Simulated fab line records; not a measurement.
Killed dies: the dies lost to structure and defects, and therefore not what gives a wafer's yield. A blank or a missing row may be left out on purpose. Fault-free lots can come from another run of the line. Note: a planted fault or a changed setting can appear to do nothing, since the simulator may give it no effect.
fab line records + flow nandHarc
[record]
- lots = 5
- wafers = 15
- lastDay = 24
route steps=1159 shown P_CONTACT@228 END@1159
lots that met no fault: taken from a fault-free run of the same line
startH: hours from the record's opening day to when the first of the lot's shown wafers began + waitH: time in hours since the lot's previous step + " the same as in the row above + L1.1+2: a single row standing in for several wafers + - no value present, or no start provided + * or withheld: withheld + < > ~ a bound
route shown NAME@n: NAME is a module with steps in the file, n the number in the route of the first one + usual: average and standard deviation across the fault-free wafers + same: alike in all rows + chamber/n: place in a boat + sites: per-site readings + _std_site: the values' standard deviation + _edge_site: mean of outer sites minus mean of inner sites + radiusMm: how far each site lies from the wafer's centre + mask NAME#n: copy n + behind: the most recent tool/chamber to have shaped the wafer + hold: the reason the lot was held/the length of the hold in hours/how it ended + device: whichever transistor did not switch (one of n, p or np) + end of line: tests run on the same wafers once the route is complete + a step with no rows: only its recipe + killed: not the wafer's yield, but the dies lost to structure and defects at the first sort + map: shows each die of a wafer: x if killed, . if not, _ if none is there
set.NAME: the setting the step ran with; set.NAME@STEP: the setting that earlier step ran with + model.NAME: the simulator's own value behind a step, which no gauge read
a table for each step, a row for each wafer; lots at some steps of the route
services: a tool's chamber out of use, with start hour (startH, from the record's first day; less than 0 if before it), hours out, and reason
[[steps]]
[step NHARC_P_CONTACT_EBR_08]
[step NHARC_P_CONTACT_EXPOSE_09]
[recipe]
- na = 1.35
- targetCdNm = 90
- doseMj = 81.26
- maskId = P_CA
[step NHARC_P_CONTACT_PEB_10]
[recipe]
- pebTempC = 100
- pebTimeS = 65
[step NHARC_P_CONTACT_DEVELOP_11]
[recipe]
- developTimeS = 35
- devTempC = 23
[step NHARC_P_CONTACT_CD_MEAS_12]
[recipe]
- targetCdNm = 90
- landingEnergyEv = 500
[usual]
- cdNm = 90.2/0.52
| lot.wafer | tool     | chamber | startH | waitH | cdNm |
|-----------|----------|---------|--------|-------|------|
| L168.1    | cdSem-01 | 0       | 125.55 | -     | 90.2 |
| L168.2    | "        | 0       | "      | "     | 90.7 |
| L168.6    | "        | 0       | "      | "     | 89.7 |
| L170.1    | cdSem-03 | 0       | 135.69 | -     | 89.2 |
| L170.2    | "        | 0       | "      | "     | 89.3 |
| L170.4    | "        | 0       | "      | "     | 89.2 |
| L179.1    | cdSem-01 | 0       | 189.55 | -     | 89.7 |
| L179.4    | "        | 0       | "      | "     | 90.1 |
| L179.6    | "        | 0       | "      | "     | 90.3 |
| L182.1    | cdSem-03 | 0       | 197.70 | -     | 89.2 |
| L182.4    | "        | 0       | "      | "     | 89.4 |
| L182.6    | "        | 0       | "      | "     | 89.9 |
| L189.4    | cdSem-01 | 0       | 237.14 | -     | 90.3 |
| L189.5    | "        | 0       | "      | "     | 90.1 |
| L189.6    | "        | 0       | "      | "     | 90.2 |
[step NHARC_P_CONTACT_OVL_MEAS_13]
[usual]
- overlayXNm = -0.1/0.66
- overlayYNm = 0.0/0.95
| lot.wafer | tool       | chamber | startH | waitH | overlayXNm | overlayYNm |
|-----------|------------|---------|--------|-------|------------|------------|
| L168.1    | overlay-01 | -       | 125.64 | -     | 0.4        | 1.3        |
| L168.2    | "          | -       | "      | "     | 0.5        | 1.3        |
| L168.6    | "          | -       | "      | "     | 0.1        | 1.1        |
| L170.1    | overlay-01 | -       | 135.78 | -     | -0.3       | -0.6       |
| L170.2    | "          | -       | "      | "     | -0.2       | -0.5       |
| L170.4    | "          | -       | "      | "     | 0.1        | -0.6       |
| L179.1    | overlay-01 | -       | 189.64 | -     | 0.3        | -0.9       |
| L179.4    | "          | -       | "      | "     | 0.0        | -0.8       |
| L179.6    | "          | -       | "      | "     | 0.2        | -0.4       |
| L182.1    | overlay-01 | -       | 197.78 | -     | -0.7       | 0.0        |
| L182.4    | "          | -       | "      | "     | 0.0        | 0.1        |
| L182.6    | "          | -       | "      | "     | 0.0        | 0.1        |
| L189.4    | overlay-01 | -       | 237.22 | -     | 0.3        | 0.0        |
| L189.5    | "          | -       | "      | "     | 0.4        | 0.4        |
| L189.6    | "          | -       | "      | "     | 0.6        | 0.2        |
[step NHARC_P_CONTACT_INSPECT_14]
[usual]
- rawDefectCount = 4.1/2.5
| lot.wafer | tool             | chamber | startH | waitH | rawDefectCount |
|-----------|------------------|---------|--------|-------|----------------|
| L168.1    | defectInspect-02 | -       | 125.68 | 0.0   | 4              |
| L168.2    | "                | -       | "      | "     | 3              |
| L168.6    | "                | -       | "      | "     | 2              |
| L170.1    | defectInspect-02 | -       | 135.81 | 0.0   | 1              |
| L170.2    | "                | -       | "      | "     | 3              |
| L170.4    | "                | -       | "      | "     | 3              |
| L179.1    | defectInspect-02 | -       | 189.68 | 0.0   | 10             |
| L179.4    | "                | -       | "      | "     | 4              |
| L179.6    | "                | -       | "      | "     | 5              |
| L182.1    | defectInspect-01 | -       | 197.82 | 0.0   | 1              |
| L182.4    | "                | -       | "      | "     | 2              |
| L182.6    | "                | -       | "      | "     | 2              |
| L189.4    | defectInspect-02 | -       | 237.26 | 0.0   | 0              |
| L189.5    | "                | -       | "      | "     | 3              |
| L189.6    | "                | -       | "      | "     | 6              |
[step NHARC_P_CONTACT_DESCUM_17]
[recipe]
- timeS = 3
- o2FlowSccm = 200
- arFlowSccm = 0
- biasPowerW = 0
- chemistry = O2
[usual]
- chamberPressureMTorr = 60.00/0.054
- drypumpMotorCurrentA = 5.6/0.51
- mfcArSccm = 0.007/0.0098
- oesProductAu = 0.999/0.0065
- rfVppV = 58.1/0.89
- showerheadPlenumPTorr = 1.95/0.068
- throttleValvePct = 11.312/0.0094
[same]
- timeS = 3
| lot.wafer | tool       | chamber | startH | waitH | chamberPressureMTorr | drypumpMotorCurrentA | mfcArSccm | oesProductAu | rfHoursCounterH | rfVppV | showerheadPlenumPTorr | throttleValvePct |
|-----------|------------|---------|--------|-------|----------------------|----------------------|-----------|--------------|-----------------|--------|-----------------------|------------------|
| L168.2    | rieDiel-03 | 0       | 125.74 | 0.1   | 59.88                | 6.0                  | 0         | 0.992        | 7               | 59.0   | 1.99                  | 11.315           |
| L168.1    | "          | 1       | "      | "     | 59.90                | 5.9                  | 0         | 0.995        | 7               | 58.8   | 1.90                  | 11.317           |
| L168.6    | "          | 1       | "      | "     | 60.00                | 5.8                  | 0         | 0.988        | -               | 58.1   | 1.90                  | 11.309           |
| L170.4    | rieDiel-04 | 0       | 135.87 | 0.1   | 59.94                | 5.4                  | 0.008     | 1.004        | 1               | 59.6   | 2.03                  | 11.299           |
| L170.2    | "          | 1       | "      | "     | 60.04                | 5.2                  | 0.006     | 0.998        | 2               | 59.1   | 2.05                  | 11.327           |
| L170.1    | "          | 3       | "      | "     | 60.06                | 6.5                  | 0.028     | 0.995        | 2               | 58.5   | 1.93                  | 11.325           |
| L179.1    | rieDiel-03 | 3       | 189.74 | 0.1   | 59.88                | 5.0                  | 0         | 0.998        | 13              | 57.1   | 1.89                  | 11.309           |
| L179.4    | "          | 2       | "      | "     | 59.91                | 5.0                  | 0.003     | 1.007        | 12              | 58.6   | 1.85                  | 11.310           |
| L179.6    | "          | 3       | "      | "     | 60.00                | 5.0                  | 0         | 0.994        | -               | 57.5   | 1.89                  | 11.322           |
| L182.4    | rieDiel-04 | 2       | 197.88 | 0.1   | 60.05                | 5.3                  | 0         | 0.995        | 8               | 57.0   | 1.92                  | 11.312           |
| L182.1    | "          | 3       | "      | "     | 59.97                | 6.5                  | 0.028     | 0.999        | 8               | 56.3   | 1.93                  | 11.297           |
| L182.6    | "          | 3       | "      | "     | 59.97                | 6.5                  | 0.028     | 1.007        | -               | 57.2   | 1.93                  | 11.328           |
| L189.4    | rieDiel-04 | 0       | 237.33 | 0.1   | 60.00                | 5.3                  | 0.008     | 0.993        | 12              | 58.6   | 2.03                  | 11.307           |
| L189.5    | "          | 3       | "      | "     | 60.06                | 6.5                  | 0.028     | 1.000        | -               | 58.1   | 1.93                  | 11.305           |
| L189.6    | "          | 0       | "      | "     | 59.91                | 5.3                  | 0.008     | 0.994        | -               | 57.7   | 2.03                  | 11.323           |
[step NHARC_P_CONTACT_ETCH_35]
[recipe]
- targetDepthA = 390
- overEtchFrac = 0.3
- timeS = 65
- ionEnergyEv = 80
- cf4FlowSccm = 150
- arFlowSccm = 0
- rfW = 300
- biasW = 100
- chemistry = CF4
[usual]
- chamberPressureMTorr = 49.99/0.049
- drypumpMotorCurrentA = 5.5/0.49
- mfcArSccm = 0.007/0.0092
- oesProductAu = 1.000/0.0069
- rfVppV = 151.6/1.1
- showerheadPlenumPTorr = 1.80/0.061
- throttleValvePct = 13.285/0.0093
[same]
- timeS = 65
| lot.wafer | tool       | chamber | startH | waitH | chamberPressureMTorr | drypumpMotorCurrentA | mfcArSccm | oesProductAu | rfHoursCounterH | rfVppV | showerheadPlenumPTorr | throttleValvePct |
|-----------|------------|---------|--------|-------|----------------------|----------------------|-----------|--------------|-----------------|--------|-----------------------|------------------|
| L168.2    | rieDiel-03 | 2       | 125.82 | 0.1   | 50.04                | 5.0                  | 0.003     | 1.001        | 6               | 150.5  | 1.72                  | 13.288           |
| L168.1    | "          | 0       | "      | "     | 50.00                | 6.0                  | 0         | 1.013        | 7               | 152.1  | 1.84                  | 13.293           |
| L168.6    | "          | 2       | "      | "     | 50.00                | 5.0                  | 0.003     | 1.003        | -               | 151.1  | 1.72                  | 13.286           |
| L170.1    | rieDiel-04 | 2       | 135.96 | 0.1   | 50.03                | 5.3                  | 0         | 0.985        | 2               | 151.7  | 1.78                  | 13.289           |
| L170.4    | "          | 0       | "      | "     | 50.04                | 5.3                  | 0.008     | 0.989        | 1               | 153.1  | 1.87                  | 13.273           |
| L170.2    | "          | 1       | "      | "     | 49.94                | 5.3                  | 0.006     | 0.992        | 2               | 152.9  | 1.88                  | 13.287           |
| L179.4    | rieDiel-03 | 0       | 189.84 | 0.1   | 50.08                | 6.0                  | 0         | 0.995        | 12              | 152.4  | 1.84                  | 13.299           |
| L179.1    | "          | 1       | "      | "     | 50.02                | 5.9                  | 0         | 0.995        | 12              | 150.7  | 1.75                  | 13.283           |
| L179.6    | "          | 3       | "      | "     | 50.02                | 5.0                  | 0         | 0.999        | -               | 150.7  | 1.75                  | 13.279           |
| L182.4    | rieDiel-04 | 3       | 197.97 | 0.1   | 50.06                | 6.5                  | 0.028     | 1.015        | 8               | 150.9  | 1.78                  | 13.299           |
| L182.1    | "          | 0       | "      | "     | 49.96                | 5.3                  | 0.008     | 0.999        | 8               | 152.1  | 1.87                  | 13.272           |
| L182.6    | "          | 2       | "      | "     | 49.95                | 5.3                  | 0         | 0.996        | -               | 151.2  | 1.78                  | 13.274           |
| L189.4    | rieDiel-04 | 0       | 237.40 | 0.1   | 50.09                | 5.4                  | 0.008     | 0.989        | 12              | 154.5  | 1.87                  | 13.270           |
| L189.5    | "          | 0       | "      | "     | 50.07                | 5.4                  | 0.008     | 0.998        | -               | 152.0  | 1.87                  | 13.294           |
| L189.6    | "          | 1       | "      | "     | 49.96                | 5.3                  | 0.006     | 0.995        | -               | 152.0  | 1.88                  | 13.296           |
[step NHARC_P_CONTACT_ETCH_36]
[recipe]
- targetDepthA = 2600
- overEtchFrac = 0.25
- timeS = 406.25
- ionEnergyEv = 200
- n2FlowSccm = 150
- h2FlowSccm = 150
- arFlowSccm = 0
- rfW = 400
- biasW = 150
- chemistry = N2/H2
[usual]
- chamberPressureMTorr = 29.997/0.029
- drypumpMotorCurrentA = 5.6/0.51
- mfcArSccm = 0.007/0.0098
- n2FlowSccm = 150.0/0.45
- oesProductAu = 0.999/0.0068
- rfVppV = 431.4/2.1
- showerheadPlenumPTorr = 2.07/0.074
- throttleValvePct = 14.171/0.0092
[same]
- timeS = 406.25
| lot.wafer | tool       | chamber | startH | waitH | chamberPressureMTorr | drypumpMotorCurrentA | mfcArSccm | n2FlowSccm | oesProductAu | rfHoursCounterH | rfVppV | showerheadPlenumPTorr | throttleValvePct |
|-----------|------------|---------|--------|-------|----------------------|----------------------|-----------|------------|--------------|-----------------|--------|-----------------------|------------------|
| L168.2    | rieDiel-03 | 2       | -      | -     | 30.002               | 5.0                  | 0.003     | 149.6      | 1.011        | 6               | 429.2  | 1.97                  | 14.176           |
| L168.1    | "          | 3       | "      | "     | 29.965               | 5.0                  | 0         | 150.0      | 0.999        | 8               | 429.3  | 2.01                  | 14.165           |
| L168.6    | "          | 0       | "      | "     | 30.036               | 6.0                  | 0         | 150.3      | 1.015        | -               | 433.8  | 2.13                  | 14.167           |
| L170.2    | rieDiel-04 | 0       | -      | -     | 30.031               | 5.3                  | 0.008     | 150.1      | 0.995        | 2               | 435.2  | 2.17                  | 14.162           |
| L170.4    | "          | 1       | "      | "     | 30.070               | 5.3                  | 0.006     | 149.9      | 1.004        | 2               | 434.4  | 2.19                  | 14.163           |
| L170.1    | "          | 2       | "      | "     | 30.011               | 5.3                  | 0         | 149.5      | 0.997        | 2               | 430.5  | 2.05                  | 14.186           |
| L179.1    | rieDiel-03 | 0       | -      | -     | 30.034               | 6.0                  | 0         | 150.0      | 0.997        | 13              | 432.3  | 2.13                  | 14.164           |
| L179.4    | "          | 1       | "      | "     | 29.996               | 5.9                  | 0         | 149.7      | 0.995        | 12              | 429.4  | 2.02                  | 14.169           |
| L179.6    | "          | 3       | "      | "     | 29.966               | 5.0                  | 0         | 149.1      | 0.993        | -               | 429.2  | 2.01                  | 14.178           |
| L182.4    | rieDiel-04 | 2       | -      | -     | 29.953               | 5.3                  | 0         | 149.6      | 0.993        | 8               | 430.6  | 2.05                  | 14.186           |
| L182.1    | "          | 0       | "      | "     | 30.007               | 5.3                  | 0.008     | 149.6      | 1.001        | 8               | 432.6  | 2.17                  | 14.170           |
| L182.6    | "          | 2       | "      | "     | 30.018               | 5.3                  | 0         | 149.6      | 0.997        | -               | 430.6  | 2.05                  | 14.157           |
| L189.4    | rieDiel-04 | 0       | -      | -     | 29.953               | 5.3                  | 0.008     | 150.6      | 1.010        | 12              | 434.5  | 2.17                  | 14.177           |
| L189.6    | "          | 0       | "      | "     | 29.982               | 5.3                  | 0.008     | 150.8      | 1.000        | -               | 434.4  | 2.17                  | 14.184           |
| L189.5    | "          | 1       | "      | "     | 30.007               | 5.2                  | 0.006     | 149.9      | 1.007        | -               | 434.3  | 2.18                  | 14.171           |
[step NHARC_P_CONTACT_ETCH_18]
[recipe]
- targetDepthA = 4810
- timeS = 240.5
- c4f8FlowSccm = 20
- o2FlowSccm = 10
- arFlowSccm = withheld
- rfW = 600
- biasW = 1500
- chemistry = C4F8/O2/Ar
[usual]
- chamberPressureMTorr = 25.000/0.023
- oesProductAu = 0.964/0.013
- rfVppV = 980/4.7
[same]
- timeS = 240.5
| lot.wafer | tool       | chamber | startH | waitH | chamberPressureMTorr | oesProductAu | rfHoursCounterH | rfVppV |
|-----------|------------|---------|--------|-------|----------------------|--------------|-----------------|--------|
| L168.2    | rieDiel-03 | 2       | -      | -     | 24.994               | 0.981        | 7               | 975    |
| L168.1    | "          | 0       | "      | "     | 24.999               | 0.965        | 8               | 983    |
| L168.6    | "          | 3       | "      | "     | 25.006               | 0.963        | -               | 977    |
| L170.1    | rieDiel-04 | 0       | -      | -     | 25.004               | 0.964        | 2               | 986    |
| L170.2    | "          | 1       | "      | "     | 24.987               | 0.969        | 2               | 987    |
| L170.4    | "          | 2       | "      | "     | 25.017               | 0.979        | 2               | 979    |
| L179.1    | rieDiel-03 | 0       | -      | -     | 24.968               | 0.964        | 13              | 983    |
| L179.4    | "          | 1       | "      | "     | 24.996               | 0.980        | 12              | 976    |
| L179.6    | "          | 0       | "      | "     | 24.999               | 0.962        | -               | 985    |
| L182.4    | rieDiel-04 | 3       | -      | -     | 25.017               | 0.960        | 8               | 979    |
| L182.1    | "          | 1       | "      | "     | 24.959               | 0.941        | 8               | 986    |
| L182.6    | "          | 2       | "      | "     | 24.985               | 0.949        | -               | 979    |
| L189.4    | rieDiel-04 | 3       | -      | -     | 25.027               | 0.961        | 13              | 979    |
| L189.6    | "          | 2       | "      | "     | 24.996               | 0.975        | -               | 978    |
| L189.5    | "          | 3       | "      | "     | 25.009               | 0.974        | -               | 979    |
[step NHARC_P_CONTACT_STRIP_37]
[recipe]
- c4f8FlowSccm = withheld
- o2FlowSccm = 8
- arFlowSccm = withheld
- biasW = 0
- chemistry = C4F8/O2/Ar
[step NHARC_P_CONTACT_ETCH_31]
[recipe]
- targetDepthA = 300
- timeS = 85.7
- ionEnergyEv = 120
- overEtchFrac = 1
- ch3fFlowSccm = 50
- o2FlowSccm = 30
- arFlowSccm = 200
- rfW = 500
- biasW = 100
- chemistry = CH3F/O2
[usual]
- chamberPressureMTorr = 24.999/0.024
- drypumpMotorCurrentA = 5.6/0.5
- mfcArSccm = 200.0/0.57
- oesProductAu = 0.983/0.01
- rfVppV = 244.8/1.5
- showerheadPlenumPTorr = 2.50/0.085
- throttleValvePct = 20.663/0.009
[same]
- timeS = 85.7
| lot.wafer | tool       | chamber | startH | waitH | chamberPressureMTorr | drypumpMotorCurrentA | mfcArSccm | oesProductAu | rfHoursCounterH | rfVppV | showerheadPlenumPTorr | throttleValvePct |
|-----------|------------|---------|--------|-------|----------------------|----------------------|-----------|--------------|-----------------|--------|-----------------------|------------------|
| L168.1    | rieDiel-03 | 1       | 126.48 | -     | 25.005               | 5.9                  | 199.7     | 0.970        | 7               | 243.5  | 2.44                  | 20.665           |
| L168.2    | "          | 0       | "      | "     | 24.960               | 6.1                  | 200.5     | 0.975        | 8               | 245.9  | 2.56                  | 20.655           |
| L168.6    | "          | 1       | "      | "     | 24.966               | 5.8                  | 201.1     | 0.975        | -               | 243.5  | 2.44                  | 20.671           |
| L170.2    | rieDiel-04 | 1       | 136.62 | -     | 24.975               | 5.2                  | 199.9     | 0.985        | 2               | 247.0  | 2.62                  | 20.670           |
| L170.1    | "          | 2       | "      | "     | 24.957               | 5.3                  | 200.1     | 0.993        | 2               | 245.5  | 2.47                  | 20.678           |
| L170.4    | "          | 3       | "      | "     | 25.004               | 6.5                  | 199.3     | 0.997        | 2               | 244.8  | 2.48                  | 20.666           |
| L179.4    | rieDiel-03 | 1       | 190.48 | -     | 24.970               | 5.9                  | 200.1     | 0.988        | 12              | 245.0  | 2.44                  | 20.655           |
| L179.1    | "          | 2       | "      | "     | 24.983               | 5.0                  | 199.6     | 0.678        | 12              | 242.8  | 2.38                  | 20.666           |
| L179.6    | "          | 1       | "      | "     | 25.034               | 5.8                  | 201.3     | 0.980        | -               | 244.8  | 2.44                  | 20.657           |
| L182.1    | rieDiel-04 | 1       | 198.63 | -     | 25.018               | 5.3                  | 199.9     | 0.974        | 8               | 247.1  | 2.62                  | 20.665           |
| L182.4    | "          | 3       | "      | "     | 25.013               | 6.5                  | 199.9     | 0.970        | 9               | 243.9  | 2.48                  | 20.651           |
| L182.6    | "          | 1       | "      | "     | 25.035               | 5.3                  | 200.8     | 0.961        | -               | 246.7  | 2.62                  | 20.663           |
| L189.4    | rieDiel-04 | 3       | 238.08 | -     | 24.990               | 6.5                  | 200.0     | 0.988        | 13              | 243.7  | 2.48                  | 20.651           |
| L189.6    | "          | 0       | "      | "     | 25.006               | 5.3                  | 199.9     | 0.976        | -               | 247.5  | 2.60                  | 20.661           |
| L189.5    | "          | 1       | "      | "     | 24.987               | 5.3                  | 199.8     | 0.986        | -               | 247.3  | 2.62                  | 20.670           |
[step NHARC_P_CONTACT_CD_MEAS_19]
[usual]
- cdNm = 90.6/1.2
| lot.wafer | tool     | chamber | startH | waitH | cdNm |
|-----------|----------|---------|--------|-------|------|
| L168.1    | cdSem-02 | -       | 126.61 | -     | 90.9 |
| L168.2    | "        | -       | "      | "     | 90.1 |
| L168.6    | "        | -       | "      | "     | 90.3 |
| L170.1    | cdSem-02 | -       | 136.76 | -     | 89.9 |
| L170.2    | "        | -       | "      | "     | 90.2 |
| L170.4    | "        | -       | "      | "     | 91.0 |
| L179.1    | cdSem-02 | -       | 190.61 | -     | 90.0 |
| L179.4    | "        | -       | "      | "     | 90.4 |
| L179.6    | "        | -       | "      | "     | 89.9 |
| L182.1    | cdSem-01 | -       | 198.75 | -     | 91.0 |
| L182.4    | "        | -       | "      | "     | 89.7 |
| L182.6    | "        | -       | "      | "     | 91.0 |
| L189.4    | cdSem-01 | -       | 238.20 | -     | 90.2 |
| L189.5    | "        | -       | "      | "     | 89.8 |
| L189.6    | "        | -       | "      | "     | 90.3 |
[step NHARC_END_SORT_01]
[recipe]
- tempC = 25
[usual]
- killedAtArray = 24/7.4
- killedAtOther = 0.5/0.81
- killedAtPeriphery = 3.4/2.3
- killedDies = 28/8
- killedOpen = 3.4/1.8
- killedShort = 2.0/1.4
[same]
- grossDies = 677
| lot.wafer | tool      | chamber | startH | waitH | killedAtArray | killedAtOther | killedAtPeriphery | killedDies | killedOpen | killedShort |
|-----------|-----------|---------|--------|-------|---------------|---------------|-------------------|------------|------------|-------------|
| L182.1    | prober-01 | 0       | 546.04 | 2.5   | 39            | 0             | 1                 | 40         | 1          | 5           |
| L182.4    | prober-01 | 0       | 548.40 | 3.4   | 26            | 0             | 2                 | 28         | 3          | 2           |
| L182.6    | prober-01 | 0       | 549.98 | 3.9   | 24            | 0             | 3                 | 27         | 4          | 0           |
// killed by level:class
L182.1 A_CHANNEL_HOLE_D1:chamberFilmFlake=17 A_CONTACT:chamberFilmFlake=6 A_WL_FILL:geometricParticle:short=3 A_CHANNEL_FILL_D1:chamberFilmFlake=3 A_STAIRCASE:chamberFilmFlake=3 A_WL_FILL:chamberFilmFlake=3 A_BLC:chamberFilmFlake=2 P_M1:geometricParticle:short=1
L182.4 A_CHANNEL_HOLE_D1:chamberFilmFlake=8 A_CONTACT:chamberFilmFlake=6 A_STAIRCASE:chamberFilmFlake=5 A_CHANNEL_FILL_D1:geometricParticle:short=2 P_M0:geometricParticle:open=1 A_ONON_D1:geometricParticle:open=1 A_CHANNEL_HOLE_D1:geometricParticle:open=1 P_GATE:chamberFilmFlake=1
L182.6 A_CHANNEL_HOLE_D1:chamberFilmFlake=9 A_STAIRCASE:chamberFilmFlake=5 A_CONTACT:chamberFilmFlake=4 A_CONTACT:geometricParticle:open=3 A_CHANNEL_FILL_D1:chamberFilmFlake=3 P_GATE:chamberFilmFlake=2 P_M1:geometricParticle:open=1
[[services]]
| tool       | chamber | startH | hours | kind      |
|------------|---------|--------|-------|-----------|
| rieDiel-04 | -       | 111.90 | 9.0   | pm        |
| rieDiel-04 | 0       | 111.90 | 9.0   | ventCycle |
| rieDiel-04 | 1       | 111.90 | 9.0   | ventCycle |
| rieDiel-04 | 2       | 111.90 | 9.0   | ventCycle |
| rieDiel-04 | 3       | 111.90 | 9.0   | ventCycle |
| rieDiel-04 | 0       | 120.90 | -     | clean     |
| rieDiel-04 | 1       | 120.90 | -     | clean     |
| rieDiel-04 | 2       | 120.90 | -     | clean     |
| rieDiel-04 | 3       | 120.90 | -     | clean     |
| rieDiel-04 | 0       | 145.40 | -     | clean     |
| rieDiel-04 | 1       | 145.40 | -     | clean     |
| rieDiel-04 | 2       | 145.40 | -     | clean     |
| rieDiel-04 | 3       | 145.40 | -     | clean     |
| rieDiel-04 | 1       | 164.15 | 6.1   | repair    |
| rieDiel-04 | 0       | 169.90 | -     | clean     |
| rieDiel-04 | 2       | 169.90 | -     | clean     |
| rieDiel-04 | 3       | 169.90 | -     | clean     |
| rieDiel-03 | -       | 171.30 | 5.9   | repair    |
| rieDiel-04 | 0       | 194.40 | -     | clean     |
| rieDiel-04 | 1       | 194.40 | -     | clean     |
| rieDiel-04 | 2       | 194.40 | -     | clean     |
| rieDiel-04 | 3       | 194.40 | -     | clean     |
| rieDiel-03 | -       | 215.52 | 9.0   | pm        |
| rieDiel-04 | 0       | 218.90 | -     | clean     |
[[key]]
[firstSign]
- step = NHARC_P_CONTACT_ETCH_31
- reading = oesProductAu
- direction = down
- sigmas = 29
- usual = 0.983
- struck = 0.678
effect none on later readings
metAt NHARC_P_CONTACT_ETCH_31
struckWafers L179.1
testerLeftOut L179
[fault]
- kind = processParameterDrift
- tool = rieDiel-03
- chamber = 2
- onsetH = 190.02
- steps = NHARC_P_CONTACT_ETCH_31
- channel = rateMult
- offset = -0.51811
- shape = step
- endH = 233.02
// testerLeftOut: of these lots the tester's yield and bins aren't shown, on N5 and GAA mostly nor the transistor test; their killed dies are dies lost to structure and defects alone, not to doping, threshold or leakage, so they don't give the yield
